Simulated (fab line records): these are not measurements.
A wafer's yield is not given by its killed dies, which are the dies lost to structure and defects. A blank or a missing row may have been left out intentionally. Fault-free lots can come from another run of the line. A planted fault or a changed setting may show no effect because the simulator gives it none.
Check for tools in common ; flow nand_harc ; Sample size 12 lots and 36 wafers

## REASON FOR OPENING
On 2 of the 12 lots, a flag is raised at NHARC_P_ZERO_WELL_CD_MEAS_24 on the reading cd_nm. Wafers without a fault read 719.3 nm, standard deviation 1.7.
Rule: a lot is flagged in two cases, either no wafer of it has a number, or all its wafers with numbers fall more than 4 standard deviations from that mean. The rest of the lots are taken to be sound.

lot;measured;on;cd_nm (nm), wafer by wafer;flag
L773;day 1 22:28;cd_sem-02;717.4 722.1 718.2;
L774;day 2 08:46;cd_sem-03;720.5 719.2 718.6;
L779;day 4 10:37;cd_sem-03;718.3 721.8 721.0;
L784;day 6 12:46;cd_sem-02;708.6 710.3 709.5;FLAGGED
L785;day 6 22:39;cd_sem-01;708.3 709.1 709.2;FLAGGED
L787;day 7 18:28;cd_sem-01;719.7 720.1 715.0;
L791;day 9 11:32;cd_sem-01;718.7 720.5 718.3;
L792;day 9 20:47;cd_sem-03;716.6 720.9 719.0;
L793;day 10 06:35;cd_sem-02;716.8 718.6 717.2;
L794;day 10 16:48;cd_sem-03;722.4 718.5 720.6;
L795;day 11 02:43;cd_sem-02;717.8 721.8 718.2;
L796;day 11 12:37;cd_sem-02;717.1 716.6 719.1;
The mean of the flagged lots' numbers is 709.2 nm, -10.1 nm from the usual (-6 standard deviations).

## LOT BY LOT: THE TOOL USED
The record holds 2 process steps before the reading, out of a route of 1302 steps. Every cell lists first the tool, next ch and the chambers used by the sampled wafers, and last the start.
lot;flag;NHARC_P_ZERO_WELL_ETCH_65;NHARC_P_ZERO_WELL_PEB_22
L773;;rie_diel-02 ch 1,2,3, day 1 21:29;litho_track-02 ch 0, day 1 22:22
L774;;rie_diel-02 ch 0,2,3, day 2 07:34;litho_track-07 ch 0, day 2 08:41
L779;;rie_diel-02 ch 0,2,3, day 4 09:34;litho_track-02 ch 0, day 4 10:32
L784;FLAGGED;rie_diel-11 ch 1,2, day 6 11:22;litho_track-02 ch 0, day 6 12:40
L785;FLAGGED;rie_diel-02 ch 0,1, day 6 21:33;litho_track-02 ch 0, day 6 22:34
L787;;rie_diel-03 ch 0,1, day 7 17:22;litho_track-07 ch 0, day 7 18:22
L791;;rie_diel-03 ch 1,2,3, day 9 10:07;litho_track-05 ch 0, day 9 11:27
L792;;rie_diel-02 ch 0,1,3, day 9 19:29;litho_track-02 ch 0, day 9 20:41
L793;;rie_diel-03 ch 0,3, day 10 05:29;litho_track-02 ch 0, day 10 06:29
L794;;rie_diel-11 ch 0,2,3, day 10 15:39;litho_track-05 ch 0, day 10 16:43
L795;;rie_diel-02 ch 0,1,2, day 11 01:36;litho_track-02 ch 0, day 11 02:37
L796;;rie_diel-03 ch 0,2,3, day 11 11:28;litho_track-05 ch 0, day 11 12:31
What the steps here do:
- NHARC_P_ZERO_WELL_ETCH_65: etches the open film in N2/H2, target depth 80 nm, overetch 24 nm, time 87.88 s.
- NHARC_P_ZERO_WELL_PEB_22: peb time 85 s.
- NHARC_P_ZERO_WELL_CD_MEAS_24: target cd 720 nm.

## FLAGGED OVER TOTAL, TOOL BY TOOL (the gauges that took the reading come last)
step;tool;lots run;flagged;share of the flagged lots;sound lots run after its first flagged lot
NHARC_P_ZERO_WELL_ETCH_65;rie_diel-02;6;1;some;2 (L792,L795)
NHARC_P_ZERO_WELL_ETCH_65;rie_diel-03;4;0;none;-
NHARC_P_ZERO_WELL_ETCH_65;rie_diel-11;2;1;some;1 (L794)
NHARC_P_ZERO_WELL_PEB_22;litho_track-02;7;2;all;3 (L792,L793,L795)
NHARC_P_ZERO_WELL_PEB_22;litho_track-05;3;0;none;-
NHARC_P_ZERO_WELL_PEB_22;litho_track-07;2;0;none;-
NHARC_P_ZERO_WELL_CD_MEAS_24;cd_sem-01;3;1;some;2 (L787,L791)
NHARC_P_ZERO_WELL_CD_MEAS_24;cd_sem-02;5;1;some;3 (L793,L795,L796)
NHARC_P_ZERO_WELL_CD_MEAS_24;cd_sem-03;4;0;none;-

## WHAT THE TABLE PERMITS
All flagged lots share 1 row of the table, namely litho_track-02 at NHARC_P_ZERO_WELL_PEB_22.
- litho_track-02 at NHARC_P_ZERO_WELL_PEB_22 ran 7 lots, 2 of them flagged. Sound lots ran on it after the first flagged one (L792, L793, L795), which a lasting fault on the whole tool wouldn't allow. Its own readings lie more than 4 standard deviations out on every wafer of the flagged lots: heater_power_total_W, plate_temp_C.
Every row of the table either missed a flagged lot or ran a sound lot after the first.

## WHAT THE SIMULATOR PUT IN
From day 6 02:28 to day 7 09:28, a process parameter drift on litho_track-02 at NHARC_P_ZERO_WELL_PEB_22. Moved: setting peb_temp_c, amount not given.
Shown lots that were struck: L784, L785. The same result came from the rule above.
